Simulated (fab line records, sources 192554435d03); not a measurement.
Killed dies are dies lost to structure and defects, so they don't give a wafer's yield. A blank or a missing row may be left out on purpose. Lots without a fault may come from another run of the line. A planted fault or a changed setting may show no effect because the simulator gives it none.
Chamber matching | flow n5_finfet | N5_BEOL_M2_ALD_98 on ald_sin-03: 4 sister chambers
The step deposits SiO2, target thk 2.5 nm, pulse time 1 s, co reactant pulse time 1 s. 4 wafers are shown with their chamber, then 8 later ones without.

WAFERS WITH THEIR CHAMBER
wafer  | chamber | heater_power_w (W)
L078.6 | 3       | 63
L088.2 | 2       | 91
L088.5 | 0       | 88
L093.1 | 1       | 69

WAFERS WITHOUT THEIR CHAMBER
wafer  | heater_power_w (W)
L093.4 | 90
L093.6 | 68
L096.1 | 67
L096.4 | 65
L096.5 | 63
L097.1 | 63
L097.5 | 63
L097.6 | 94

WHICH CHAMBER EACH WENT THROUGH
wafer  | from the rows above     | in truth
L093.4 | can't be placed: 2 or 0 | 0
L093.6 | 1                       | 1
L096.1 | can't be placed: 1 or 3 | 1
L096.4 | can't be placed: 3 or 1 | 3
L096.5 | 3                       | 3
L097.1 | 3                       | 3
L097.5 | 3                       | 3
L097.6 | can't be placed: 2 or 0 | 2
Placed correctly: 4 of 8. Can't be placed from these rows: 4 (the true chamber is among the candidates in 4). Placed wrongly: 0.
How it was worked out, from the rows above alone: a wafer's distance from a chamber is the root of the sum, over the readings, of the square of ((its reading less the chamber's mean) divided by the reading's scatter). The wafer belongs to the nearest chamber; if the next one is less than 2 further off, it can't be placed. A chamber's mean is the mean of its shown wafers. The scatter: with one shown wafer a chamber, the root of the mean of the squares of how far each hidden wafer lies from its nearest shown one.
